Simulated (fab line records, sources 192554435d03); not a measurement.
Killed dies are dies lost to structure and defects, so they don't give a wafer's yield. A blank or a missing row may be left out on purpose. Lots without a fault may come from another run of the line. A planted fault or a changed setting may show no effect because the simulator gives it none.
fab line records | flow n5_finfet
record lots=24 wafers=72 last_day=19
route steps=1938 shown BEOL_M3@988 BEOL_M4@1038
lots that met no fault: from a run of the same line without faults
start_h: hours from the record's first day to the start of the lot's first wafer shown | wait_h: hours since the lot's step before | " the same as in the row above | L1.1+2: a row that stands for several wafers | - no value, or no start given | * or withheld: withheld | < > ~ a bound
route shown NAME@n: a module of which the file shows steps, and the number in the route of the first | usual: mean/standard deviation of fault-free wafers | same: alike in all rows | chamber/n: place in a boat | sites: the reading at each site | _std_site: their standard deviation | _edge_site: outer sites' mean less inner sites' | radius_mm: how far each site lies from the wafer's centre | mask NAME#n: copy n | behind: the tool/chamber that last shaped the wafer | hold: why the lot was held/for how many hours/how that ended | device: the transistor (n, p or np) that didn't switch | end of line: the same wafers' tests at the end of the route | a step without rows: its recipe alone | killed: dies lost to structure and defects at the first sort, not the wafer's yield | map: a wafer's dies, x killed, . not, _ none there
set.NAME: the setting as run; set.NAME@STEP: as run at that earlier step | model.NAME: the simulator's own value behind a step, which no gauge read
steps of the route over a sample of lots; a table a step, a row a wafer
services: from which hour (start_h, from the record's first day; less than 0 if before it) a tool's chamber was out of use, for how many hours, and why
## steps
# step N5_BEOL_M3_CD_MEAS_35
# recipe target_cd_nm=18 target_cd_y_nm=21 polarity=opening
# usual cd_nm=18.1/0.36
# columns lot.wafer tool chamber start_h wait_h cd_nm
L074.2 cd_sem-02 - 156.40 0.0 17.7
L074.3 " - " " 17.5
L074.6 " - " " 18.0
L076.2 cd_sem-01 - 166.53 0.0 17.6
L076.5 " - " " 17.7
L076.6 " - " " 18.6
L075.1 cd_sem-01 - 171.63 0.0 18.1
L075.2 " - " " 18.5
L075.5 " - " " 18.6
L077.1 cd_sem-02 - 176.00 0.0 17.9
L077.5 " - " " 17.6
L077.6 " - " " 18.5
L078.1 cd_sem-03 - 177.80 0.0 17.7
L078.3 " - " " 17.2
L078.6 " - " " 17.9
L079.3 cd_sem-03 - 183.41 0.0 18.0
L079.4 " - " " 18.1
L079.6 " - " " 17.5
L080.3 cd_sem-03 - 197.05 0.0 17.6
L080.4 " - " " 17.1
L080.5 " - " " 17.7
L081.2 cd_sem-02 - 197.27 0.0 18.4
L081.4 " - " " 17.4
L081.5 " - " " 17.7
L082.1 cd_sem-02 - 198.78 0.0 18.4
L082.2 " - " " 18.3
L082.5 " - " " 18.0
L083.3 cd_sem-03 - 209.56 0.0 17.6
L083.5 " - " " 17.7
L083.6 " - " " 18.0
L085.3 cd_sem-03 - 210.04 0.0 18.5
L085.4 " - " " 18.2
L085.5 " - " " 19.1
L084.2 cd_sem-01 - 215.17 0.0 17.4
L084.4 " - " " 18.6
L084.6 " - " " 18.4
L087.1 cd_sem-02 - 238.86 0.0 17.7
L087.2 " - " " 18.1
L087.3 " - " " 18.1
L086.3 cd_sem-03 - 247.81 0.0 18.1
L086.4 " - " " 17.8
L086.6 " - " " 17.4
L089.1 cd_sem-01 - 247.85 0.0 18.0
L089.2 " - " " 18.0
L089.3 " - " " 17.9
L088.1 cd_sem-03 - 253.16 0.0 17.7
L088.4 " - " " 17.6
L088.6 " - " " 18.5
L090.3 cd_sem-03 - 254.37 0.0 18.1
L090.4 " - " " 17.8
L090.6 " - " " 18.7
L091.2 cd_sem-01 - 292.09 0.0 18.1
L091.4 " - " " 17.7
L091.6 " - " " 18.1
L093.1 cd_sem-03 - 293.24 0.0 18.4
L093.5 " - " " 18.0
L093.6 " - " " 18.1
L094.2 cd_sem-01 - 297.77 0.0 18.0
L094.3 " - " " 18.1
L094.6 " - " " 18.4
L095.2 cd_sem-02 - 300.99 0.0 17.8
L095.3 " - " " 18.0
L095.4 " - " " 18.1
L092.4 cd_sem-03 - 303.91 0.0 18.1
L092.5 " - " " 18.6
L092.6 " - " " 18.0
L096.1 cd_sem-01 - 304.10 0.0 17.7
L096.3 " - " " 17.9
L096.5 " - " " 18.0
L097.1 cd_sem-03 - 308.93 0.0 17.3
L097.2 " - " " 18.6
L097.3 " - " " 18.2
# step N5_BEOL_M3_ALD_84
# recipe material=TaN target_thk_a=* temp_c=275 ald_precursor_family=PDMAT ald_co_reactant=NH3 pressure_torr=3 carrier_flow_sccm=1500 pulse_time_s=2 purge_time_s=3 co_reactant_purge_time_s=2 co_reactant_pulse_time_s=3 ald_cycles=30 precursor_vessel_temp_c=75 precursor_vessel_pressure_torr=26.25 precursor_vessel_carrier_sccm=1000
# usual heater_power_w=421/48 susceptor_temp_C=275.02/0.19
# columns lot.wafer tool chamber start_h wait_h heater_power_w susceptor_temp_C
L074.2 ald_metal-04 3 156.88 0.0 391 275.20
L074.3 " 2 " " 423 274.92
L074.6 " 1 " " 455 274.85
L076.2 ald_metal-01 0 167.12 0.0 449 275.36
L076.5 " 1 " " 323 274.93
L076.6 " 2 " " 417 275.12
L075.1 ald_metal-01 3 171.90 0.0 420 274.91
L075.2 " 2 " " 393 274.95
L075.5 " 0 " " 462 275.18
L077.1 ald_metal-02 1 176.66 0.0 419 274.57
L077.5 " 3 " " 397 274.74
L077.6 " 0 " " 513 275.34
L078.1 ald_metal-02 1 178.58 0.0 421 274.73
L078.3 " 2 " " 380 274.91
L078.6 " 3 " " 397 275.11
L079.3 ald_metal-02 0 184.03 0.1 516 275.19
L079.4 " 1 " " 417 274.80
L079.6 " 0 " " 525 275.28
L080.3 ald_metal-04 1 197.57 0.1 460 274.94
L080.4 " 0 " " 409 274.94
L080.5 " 3 " " 383 274.97
L081.2 ald_metal-01 2 197.79 0.0 418 275.06
L081.4 " 1 " " 336 274.84
L081.5 " 2 " " 415 275.05
L082.1 ald_metal-04 0 200.54 0.1 405 275.11
L082.2 " 1 " " 454 275.45
L082.5 " 2 " " 436 274.67
L083.3 ald_metal-04 3 209.97 0.1 379 275.27
L083.5 " 2 " " 417 275.07
L083.6 " 3 " " 386 274.99
L085.3 ald_metal-04 0 210.78 0.2 426 274.93
L085.4 " 2 " " 429 275.11
L085.5 " 1 " " 463 275.18
L084.2 ald_metal-01 1 215.62 0.0 324 274.98
L084.4 " 3 " " 434 274.92
L084.6 " 0 " " 449 274.99
L087.1 ald_metal-02 2 239.41 0.0 371 274.73
L087.2 " 3 " " 408 275.04
L087.3 " 0 " " 527 274.97
L086.3 ald_metal-02 0 248.34 0.0 520 274.78
L086.4 " 1 " " 419 275.11
L086.6 " 0 " " 516 274.85
L089.1 ald_metal-01 2 248.43 0.1 420 275.09
L089.2 " 1 " " 326 275.00
L089.3 " 3 " " 426 274.76
L088.1 ald_metal-04 2 253.55 0.0 428 274.87
L088.4 " 0 " " 427 274.68
L088.6 " 3 " " 387 275.12
L090.3 ald_metal-01 1 254.55 0.0 333 274.99
L090.4 " 3 " " 426 275.04
L090.6 " 1 " " 326 274.88
L091.2 ald_metal-02 1 292.85 0.0 411 275.26
L091.4 " 0 " " 521 274.96
L091.6 " 3 " " 408 275.13
L093.1 ald_metal-02 2 293.88 0.3 376 275.11
L093.5 " 2 " " 369 274.96
L093.6 " 3 " " 393 274.97
L094.2 ald_metal-04 1 298.28 0.0 448 275.00
L094.3 " 2 " " 414 274.73
L094.6 " 0 " " 426 275.30
L095.2 ald_metal-02 1 301.30 0.1 409 275.47
L095.3 " 0 " " 521 274.89
L095.4 " 3 " " 398 275.18
L092.4 ald_metal-02 2 304.33 0.0 377 275.05
L092.5 " 3 " " 406 275.08
L092.6 " 2 " " 386 274.62
L096.1 ald_metal-02 2 304.95 0.2 377 275.53
L096.3 " 0 " " 530 275.07
L096.5 " 3 " " 397 275.04
L097.1 ald_metal-04 1 309.52 0.1 470 275.08
L097.2 " 2 " " 427 274.71
L097.3 " 0 " " 417 275.03
# step N5_BEOL_M3_ANNEAL_93
# recipe temp_c=400 time_s=240 ambient=vacuum
# usual heater_power_w=833/77 susceptor_temp_C=399.99/0.22
# columns lot.wafer tool chamber start_h wait_h heater_power_w susceptor_temp_C
L074.2 pvd_sputter-02 - 160.54 0.0 792 399.65
L074.3 " - " " 904 399.73
L074.6 " - " " 811 399.92
L076.2 pvd_sputter-03 - 170.42 0.0 833 400.34
L076.5 " - " " 949 399.79
L076.6 " - " " 841 400.17
L075.1 pvd_sputter-03 - 173.78 0.0 754 399.86
L075.2 " - " " 844 399.93
L075.5 " - " " 967 399.99
L077.1 pvd_sputter-03 - 178.70 0.0 834 399.67
L077.5 " - " " 740 399.84
L077.6 " - " " 819 399.73
L078.1 pvd_sputter-01 - 180.66 0.0 948 400.17
L078.3 " - " " 900 399.83
L078.6 " - " " 870 400.17
L079.3 pvd_sputter-02 - 185.93 0.0 844 400.42
L079.4 " - " " 804 399.96
L079.6 " - " " 833 399.99
L080.3 pvd_sputter-01 - 199.52 0.0 860 400.08
L080.4 " - " " 890 399.74
L080.5 " - " " 873 399.85
L081.2 pvd_sputter-02 - 199.88 0.0 905 399.92
L081.4 " - " " 825 399.80
L081.5 " - " " 786 400.01
L082.1 pvd_sputter-02 - 202.46 0.0 805 399.95
L082.2 " - " " 818 399.83
L082.5 " - " " 798 400.17
L083.3 pvd_sputter-01 - 211.93 0.0 927 399.82
L083.5 " - " " 860 399.97
L083.6 " - " " 936 399.92
L085.3 pvd_sputter-01 - 213.77 0.0 853 399.99
L085.4 " - " " 878 400.15
L085.5 " - " " 855 400.01
L084.2 pvd_sputter-03 - 217.68 0.0 725 400.00
L084.4 " - " " 981 399.93
L084.6 " - " " 927 399.84
L087.1 pvd_sputter-01 - 241.31 0.0 882 399.79
L087.2 " - " " 692 399.65
L087.3 " - " " 897 399.89
L086.3 pvd_sputter-03 - 250.27 0.0 955 400.25
L086.4 " - " " 764 399.88
L086.6 " - " " 738 399.82
L089.1 pvd_sputter-01 - 250.55 0.0 952 400.24
L089.2 " - " " 706 399.95
L089.3 " - " " 862 400.28
L088.1 pvd_sputter-03 - 255.43 0.0 741 399.95
L088.4 " - " " 969 399.87
L088.6 " - " " 740 399.92
L090.3 pvd_sputter-01 - 256.39 0.0 681 400.09
L090.4 " - " " 905 400.18
L090.6 " - " " 842 400.09
L091.2 pvd_sputter-02 - 294.77 0.0 820 399.97
L091.4 " - " " 792 399.89
L091.6 " - " " 901 400.25
L093.1 pvd_sputter-02 - 296.69 0.0 801 399.84
L093.5 " - " " 827 399.80
L093.6 " - " " 811 399.91
L094.2 pvd_sputter-02 - 300.50 0.0 821 399.91
L094.3 " - " " 904 399.99
L094.6 " - " " 922 400.20
L095.2 pvd_sputter-01 - 303.25 0.0 700 399.80
L095.3 " - " " 842 399.93
L095.4 " - " " 891 400.06
L092.4 pvd_sputter-03 - 306.28 0.0 741 399.81
L092.5 " - " " 852 400.23
L092.6 " - " " 756 399.58
L096.1 pvd_sputter-03 - 308.42 0.0 755 400.13
L096.3 " - " " 835 400.64
L096.5 " - " " 752 399.99
L097.1 pvd_sputter-01 - 312.85 0.0 878 400.32
L097.2 " - " " 863 399.86
L097.3 " - " " 700 400.09
# step N5_BEOL_M3_CO_CAP_55
# recipe material=Co target_thk_a=20 temp_c=200 precursor=CCTBA/H2 pressure_torr=30 time_s=102.1
# usual heater_power_w=232/18 susceptor_temp_C=199.99/0.16
# columns lot.wafer tool chamber start_h wait_h heater_power_w susceptor_temp_C
L074.2 cvd_co-02 0 161.82 0.0 241 199.99
L074.3 " 1 " " 272 200.09
L074.6 " 0 " " 243 200.02
L076.2 cvd_co-02 0 171.64 0.0 240 199.78
L076.5 " 2 " " 250 200.02
L076.6 " 1 " " 271 200.12
L075.1 cvd_co-01 1 175.00 0.0 213 199.76
L075.2 " 0 " " 221 200.04
L075.5 " 2 " " 223 199.73
L077.1 cvd_co-01 0 180.48 0.0 218 199.70
L077.5 " 2 " " 224 200.01
L077.6 " 1 " " 219 199.81
L078.1 cvd_co-01 1 181.98 0.0 216 200.01
L078.3 " 0 " " 222 199.89
L078.6 " 1 " " 218 199.84
L079.3 cvd_co-02 0 187.15 0.0 240 199.73
L079.4 " 0 " " 238 199.89
L079.6 " 2 " " 255 200.03
L080.3 cvd_co-01 2 201.46 0.0 223 199.99
L080.4 " 2 " " 222 200.15
L080.5 " 1 " " 217 199.83
L081.2 cvd_co-01 2 201.69 0.0 228 199.91
L081.4 " 1 " " 216 200.02
L081.5 " 0 " " 228 199.85
L082.1 cvd_co-01 0 203.69 0.0 226 199.89
L082.2 " 1 " " 215 199.93
L082.5 " 1 " " 219 199.93
L083.3 cvd_co-01 2 213.15 0.0 219 199.97
L083.5 " 0 " " 219 200.23
L083.6 " 1 " " 213 200.23
L085.3 cvd_co-01 0 214.99 0.0 223 199.81
L085.4 " 2 " " 218 199.78
L085.5 " 0 " " 219 200.03
L084.2 cvd_co-01 2 218.91 0.0 219 199.80
L084.4 " 2 " " 224 200.28
L084.6 " 1 " " 220 200.14
L087.1 cvd_co-01 1 242.53 0.0 220 199.82
L087.2 " 0 " " 216 200.10
L087.3 " 2 " " 221 200.38
L086.3 cvd_co-01 1 251.92 0.0 218 199.91
L086.4 " 0 " " 218 200.14
L086.6 " 1 " " 213 199.91
L089.1 cvd_co-02 0 252.02 0.0 238 200.10
L089.2 " 2 " " 249 199.85
L089.3 " 1 " " 275 200.11
L088.1 cvd_co-01 0 257.55 0.0 221 200.14
L088.4 " 0 " " 224 200.22
L088.6 " 1 " " 216 200.00
L090.3 cvd_co-01 0 258.10 0.0 222 199.92
L090.4 " 2 " " 217 199.99
L090.6 " 1 " " 219 199.81
L091.2 cvd_co-01 0 296.00 0.0 224 200.12
L091.4 " 1 " " 214 199.70
L091.6 " 0 " " 219 200.32
L093.1 cvd_co-02 2 297.93 0.0 254 199.92
L093.5 " 2 " " 247 200.16
L093.6 " 0 " " 241 200.27
L094.2 cvd_co-02 0 301.77 0.0 238 200.22
L094.3 " 1 " " 274 200.32
L094.6 " 1 " " 275 200.17
L095.2 cvd_co-02 1 304.49 0.0 272 200.11
L095.3 " 2 " " 250 200.02
L095.4 " 2 " " 249 200.06
L092.4 cvd_co-01 1 307.54 0.0 213 199.86
L092.5 " 2 " " 222 200.01
L092.6 " 0 " " 222 200.08
L096.1 cvd_co-01 1 309.72 0.0 215 199.90
L096.3 " 2 " " 221 199.89
L096.5 " 1 " " 215 199.96
L097.1 cvd_co-02 0 314.07 0.0 242 199.89
L097.2 " 2 " " 250 200.25
L097.3 " 1 " " 268 200.18
# step N5_BEOL_M4_ETCH_74
# recipe chemistry=N2/H2 target=underlayer target_depth_a=65 mask_material=CAR-EUV time_s=5.2 ion_energy_ev=200 pressure_mtorr=30 source_w=840 bias_w=150 n2_flow_sccm=200 h2_flow_sccm=200 ends=cleared
# usual drypump_motor_current_A=5.6/0.48 etch_rf_on_time_s=5.13/0.11 oes_product_au=0.67/0.067 rf_vpp_V=524/3 showerhead_plenum_p_Torr=2.56/0.092 throttle_valve_pct=17.82/0.23
# columns lot.wafer tool chamber start_h wait_h drypump_motor_current_A etch_rf_on_time_s oes_product_au rf_hours_counter_h rf_vpp_V showerhead_plenum_p_Torr throttle_valve_pct
L074.2 rie_diel-05 1 162.86 0.0 5.2 5.18 0.60 243 524 2.60 18.08
L074.3 " 2 " " 5.2 5.10 0.82 11 526 2.69 17.20
L074.6 " 2 " " 5.2 5.10 0.82 - 528 2.69 17.24
L076.2 rie_diel-05 2 173.12 0.0 5.2 5.17 0.81 14 529 2.69 17.20
L076.5 " 1 " " 5.1 5.21 0.59 - 526 2.60 18.09
L076.6 " 0 " " 6.5 5.38 0.63 - 522 2.44 17.75
L075.1 rie_diel-04 2 176.28 0.0 5.8 5.04 0.70 84 523 2.59 18.07
L075.2 " 1 " " 5.9 5.13 0.63 172 525 2.63 17.66
L075.5 " 1 " " 6.0 5.11 0.62 - 525 2.63 17.64
L077.1 rie_diel-04 2 181.86 0.0 5.8 5.00 0.69 87 525 2.59 18.08
L077.5 " 0 " " 4.8 5.19 0.70 - 525 2.56 17.64
L077.6 " 3 " " 5.8 5.05 0.67 - 521 2.42 17.91
L078.1 rie_diel-04 3 184.31 0.0 5.8 4.98 0.67 156 522 2.42 17.91
L078.3 " 1 " " 5.9 5.03 0.64 177 526 2.63 17.65
L078.6 " 0 " " 4.8 5.16 0.71 - 526 2.56 17.65
L079.3 rie_diel-05 3 190.16 0.0 5.6 5.19 0.59 - 526 2.60 18.05
L079.4 " 0 " " 6.4 5.34 0.63 - 519 2.44 17.78
L079.6 " 0 " " 6.4 5.28 0.63 - 520 2.44 17.77
L080.3 rie_diel-05 3 204.14 0.0 5.5 5.22 0.59 233 526 2.59 18.05
L080.4 " 0 " " 6.4 5.32 0.63 - 521 2.43 17.79
L080.5 " 3 " " 5.6 5.18 0.59 - 525 2.59 18.06
L081.2 rie_diel-04 3 204.31 0.0 5.7 5.04 0.66 162 519 2.42 17.88
L081.4 " 1 " " 5.9 5.11 0.63 182 527 2.63 17.67
L081.5 " 0 " " 4.8 5.23 0.69 - 524 2.56 17.69
L082.1 rie_diel-06 2 204.71 0.0 4.9 5.27 0.58 247 523 2.50 17.63
L082.2 " 3 " " 6.0 5.12 0.66 129 531 2.67 17.92
L082.5 " 2 " " 4.9 5.25 0.58 - 522 2.50 17.63
L083.3 rie_diel-06 0 215.53 0.0 5.8 5.07 0.77 40 531 2.71 17.97
L083.5 " 0 " " 5.8 5.09 0.76 - 530 2.71 18.00
L083.6 " 3 " " 6.0 5.18 0.66 - 527 2.67 17.94
L085.3 rie_diel-05 2 216.79 0.0 5.2 5.03 0.79 24 528 2.68 17.23
L085.4 " 0 " " 6.4 5.33 0.62 178 522 2.43 17.78
L085.5 " 1 " " 5.1 5.02 0.81 - 525 2.59 17.69
L084.2 rie_diel-06 0 219.91 0.0 5.8 5.07 0.77 43 531 2.71 17.96
L084.4 " 0 " " 5.8 5.05 0.77 - 529 2.71 17.97
L084.6 " 1 " " 5.8 5.31 0.63 - 521 2.44 17.91
L087.1 rie_diel-04 2 244.62 0.0 5.8 5.02 0.68 108 526 2.58 18.10
L087.2 " 0 " " 4.7 5.13 0.68 103 524 2.55 17.70
L087.3 " 3 " " 5.7 5.04 0.65 182 520 2.41 17.93
L086.3 rie_diel-06 2 253.22 0.0 4.9 5.06 0.85 8 523 2.50 17.26
L086.4 " 0 " " 5.8 5.14 0.75 57 526 2.70 18.00
L086.6 " 2 " " 5.0 5.12 0.85 - 523 2.50 17.27
L089.1 rie_diel-04 1 253.55 0.0 5.9 5.13 0.61 202 526 2.62 17.70
L089.2 " 2 " " 5.8 5.07 0.68 110 524 2.58 18.13
L089.3 " 3 " " 5.8 5.04 0.64 183 519 2.41 17.94
L088.1 rie_diel-04 1 259.28 0.0 5.9 5.05 0.61 204 525 2.62 17.73
L088.4 " 2 " " 5.8 5.06 0.68 111 524 2.58 18.12
L088.6 " 1 " " 5.9 5.05 0.61 - 526 2.62 17.69
L090.3 rie_diel-06 1 259.51 0.0 5.8 5.34 0.63 169 522 2.44 17.94
L090.4 " 0 " " 5.9 5.04 0.75 59 527 2.70 18.02
L090.6 " 0 " " 5.8 5.07 0.75 - 524 2.70 18.00
L091.2 rie_diel-04 1 298.15 0.0 6.0 5.08 0.61 218 524 2.61 17.72
L091.4 " 0 " " 4.8 5.12 0.67 121 526 2.54 17.73
L091.6 " 1 " " 6.0 5.09 0.61 - 526 2.61 17.70
L093.1 rie_diel-04 1 301.32 0.0 5.9 5.13 0.61 219 525 2.61 17.72
L093.5 " 3 " " 5.8 4.97 0.64 - 521 2.40 17.95
L093.6 " 2 " " 5.8 5.03 0.66 - 524 2.57 18.14
L094.2 rie_diel-05 2 304.69 0.0 5.2 5.11 0.74 53 529 2.67 17.29
L094.3 " 1 " " 5.1 5.05 0.75 41 527 2.58 17.74
L094.6 " 3 " " 5.6 5.02 0.77 - 525 2.58 17.60
L095.2 rie_diel-04 2 307.68 0.0 5.8 5.04 0.66 130 523 2.57 18.13
L095.3 " 0 " " 4.8 5.16 0.67 124 524 2.54 17.75
L095.4 " 3 " " 5.8 4.99 0.64 203 519 2.40 17.96
L092.4 rie_diel-06 0 309.12 0.0 5.8 5.11 0.73 75 528 2.69 18.04
L092.5 " 0 " " 5.8 5.11 0.72 - 528 2.69 18.05
L092.6 " 3 " " 6.0 5.18 0.64 - 527 2.65 17.98
L096.1 rie_diel-05 0 312.81 0.0 6.4 5.42 0.59 215 520 2.42 17.89
L096.3 " 3 " " 5.5 5.01 0.79 16 525 2.58 17.63
L096.5 " 1 " " 5.2 5.15 0.74 - 527 2.58 17.78
L097.1 rie_diel-04 0 315.89 0.0 4.8 5.19 0.66 126 525 2.54 17.74
L097.2 " 1 " " 5.9 5.12 0.60 224 524 2.61 17.73
L097.3 " 2 " " 5.8 5.04 0.65 132 524 2.57 18.16
# step N5_BEOL_M4_STRIP_66
# recipe chemistry=CF4 resist=SiARC power_w=300 bias_power_w=75 pressure_mtorr=50 cf4_flow_sccm=150 rf_frequency_hz=6e+07
# usual drypump_motor_current_A=5.6/0.48 oes_product_au=0.78/0.073 rf_vpp_V=271.5/1.7 showerhead_plenum_p_Torr=1.81/0.062 throttle_valve_pct=13.59/0.23
# columns lot.wafer tool chamber start_h wait_h drypump_motor_current_A oes_product_au rf_hours_counter_h rf_vpp_V showerhead_plenum_p_Torr throttle_valve_pct
L074.2 rie_diel-05 1 163.04 0.0 5.1 0.69 243 272.4 1.83 13.96
L074.3 " 2 " " 5.2 0.93 11 273.7 1.91 13.20
L074.6 " 2 " " 5.2 0.93 - 273.6 1.91 13.21
L076.2 rie_diel-05 2 173.30 0.0 5.2 0.93 14 274.0 1.91 13.20
L076.5 " 1 " " 5.1 0.68 - 272.2 1.83 13.95
L076.6 " 0 " " 6.5 0.74 - 267.9 1.71 13.54
L075.1 rie_diel-04 2 176.46 0.0 5.8 0.79 84 271.5 1.80 13.55
L075.2 " 1 " " 5.9 0.73 172 271.9 1.85 13.41
L075.5 " 1 " " 5.9 0.73 - 271.7 1.85 13.43
L077.1 rie_diel-04 2 182.04 0.0 5.8 0.80 87 274.2 1.80 13.57
L077.5 " 0 " " 4.7 0.81 - 272.2 1.81 13.34
L077.6 " 3 " " 5.8 0.76 - 270.9 1.73 13.82
L078.1 rie_diel-04 3 184.48 0.0 5.8 0.75 156 268.4 1.73 13.82
L078.3 " 1 " " 5.9 0.72 177 273.7 1.85 13.42
L078.6 " 0 " " 4.8 0.81 - 272.2 1.81 13.33
L079.3 rie_diel-05 3 190.42 0.0 5.6 0.69 - 270.8 1.85 14.04
L079.4 " 0 " " 6.4 0.74 - 269.0 1.71 13.57
L079.6 " 0 " " 6.4 0.74 - 269.1 1.71 13.57
L080.3 rie_diel-05 3 204.32 0.0 5.5 0.69 233 272.7 1.85 14.04
L080.4 " 0 " " 6.4 0.73 - 267.8 1.71 13.58
L080.5 " 3 " " 5.6 0.68 - 271.8 1.85 14.03
L081.2 rie_diel-04 3 204.49 0.0 5.8 0.76 162 269.7 1.73 13.84
L081.4 " 1 " " 5.9 0.72 182 273.0 1.85 13.44
L081.5 " 0 " " 4.7 0.82 - 270.7 1.81 13.34
L082.1 rie_diel-06 2 204.89 0.0 5.0 0.68 247 271.8 1.78 13.51
L082.2 " 3 " " 6.0 0.77 129 273.2 1.87 13.67
L082.5 " 2 " " 4.9 0.68 - 271.5 1.78 13.52
L083.3 rie_diel-06 0 215.70 0.0 5.8 0.88 40 274.0 1.92 13.62
L083.5 " 0 " " 5.8 0.88 - 273.4 1.92 13.61
L083.6 " 3 " " 6.0 0.76 - 272.7 1.87 13.69
L085.3 rie_diel-05 2 216.96 0.0 5.2 0.91 24 270.2 1.91 13.25
L085.4 " 0 " " 6.5 0.72 178 270.5 1.71 13.60
L085.5 " 1 " " 5.2 0.94 - 272.1 1.82 13.43
L084.2 rie_diel-06 0 220.09 0.0 5.8 0.86 43 274.8 1.92 13.61
L084.4 " 0 " " 5.8 0.88 - 273.8 1.92 13.63
L084.6 " 1 " " 5.8 0.76 - 269.0 1.73 13.68
L087.1 rie_diel-04 2 244.80 0.0 5.8 0.77 108 270.1 1.80 13.62
L087.2 " 0 " " 4.7 0.78 103 271.4 1.80 13.36
L087.3 " 3 " " 5.8 0.73 182 268.8 1.73 13.87
L086.3 rie_diel-06 2 253.40 0.0 5.0 0.96 8 268.0 1.78 12.99
L086.4 " 0 " " 5.8 0.85 57 273.9 1.91 13.66
L086.6 " 2 " " 5.0 0.96 - 270.1 1.78 12.98
L089.1 rie_diel-04 1 253.73 0.0 5.9 0.70 202 272.8 1.84 13.47
L089.2 " 2 " " 5.8 0.77 110 271.9 1.80 13.62
L089.3 " 3 " " 5.8 0.73 183 268.2 1.73 13.88
L088.1 rie_diel-04 1 259.46 0.0 5.9 0.70 204 273.0 1.85 13.47
L088.4 " 2 " " 5.8 0.77 111 271.3 1.80 13.62
L088.6 " 1 " " 5.9 0.70 - 273.1 1.84 13.47
L090.3 rie_diel-06 1 259.68 0.0 5.8 0.75 169 269.2 1.73 13.72
L090.4 " 0 " " 5.8 0.84 59 273.9 1.91 13.67
L090.6 " 0 " " 5.8 0.84 - 273.1 1.91 13.67
L091.2 rie_diel-04 1 298.33 0.0 5.9 0.70 218 273.9 1.84 13.51
L091.4 " 0 " " 4.8 0.77 121 272.1 1.80 13.41
L091.6 " 1 " " 5.9 0.69 - 273.2 1.84 13.51
L093.1 rie_diel-04 1 301.50 0.0 5.9 0.70 219 273.4 1.84 13.52
L093.5 " 3 " " 5.7 0.72 - 270.9 1.72 13.91
L093.6 " 2 " " 5.8 0.76 - 271.1 1.79 13.67
L094.2 rie_diel-05 2 304.87 0.0 5.2 0.85 53 273.9 1.90 13.30
L094.3 " 1 " " 5.2 0.86 41 271.0 1.81 13.48
L094.6 " 3 " " 5.5 0.89 - 273.2 1.84 13.53
L095.2 rie_diel-04 2 307.86 0.0 5.8 0.76 130 271.4 1.79 13.65
L095.3 " 0 " " 4.7 0.77 124 270.9 1.80 13.43
L095.4 " 3 " " 5.7 0.73 203 269.5 1.72 13.93
L092.4 rie_diel-06 0 309.30 0.0 5.8 0.83 75 274.3 1.91 13.69
L092.5 " 0 " " 5.9 0.83 - 274.3 1.91 13.70
L092.6 " 3 " " 6.0 0.73 - 274.6 1.86 13.76
L096.1 rie_diel-05 0 312.99 0.0 6.4 0.69 215 270.0 1.70 13.69
L096.3 " 3 " " 5.5 0.89 16 272.5 1.84 13.54
L096.5 " 1 " " 5.2 0.86 - 272.4 1.81 13.51
L097.1 rie_diel-04 0 316.07 0.0 4.7 0.78 126 271.9 1.80 13.42
L097.2 " 1 " " 5.9 0.70 224 270.6 1.84 13.53
L097.3 " 2 " " 5.8 0.76 132 270.6 1.79 13.67
## services
# columns tool chamber start_h hours kind
rie_diel-05 0 147.50 7.9 repair
rie_diel-04 2 158.73 9.8 repair
rie_diel-05 1 182.10 - clean
rie_diel-05 1 182.10 - consumable_replace:focus_ring
rie_diel-05 1 182.10 14.4 scheduled_down
rie_diel-05 1 182.10 14.4 vent_cycle
rie_diel-05 2 186.93 18.4 repair
pvd_sputter-02 - 189.66 6.6 repair
ald_metal-02 0 194.64 2.9 repair
rie_diel-06 1 194.90 14.0 repair
ald_metal-01 - 205.13 8.7 pm
cvd_co-02 1 205.20 2.7 repair
cvd_co-02 - 212.92 3.2 repair
rie_diel-04 2 221.50 5.6 repair
cvd_co-02 - 223.41 0.7 repair
rie_diel-04 2 227.60 7.5 repair
ald_metal-01 3 234.58 3.0 repair
rie_diel-04 - 246.59 4.3 pm
rie_diel-04 3 270.27 1.4 repair
cvd_co-01 - 272.76 6.0 pm
rie_diel-05 1 276.52 6.8 repair
ald_metal-04 - 285.66 8.7 pm
pvd_sputter-03 - 294.50 0.8 repair
rie_diel-05 2 314.84 9.9 repair
## key
fault none
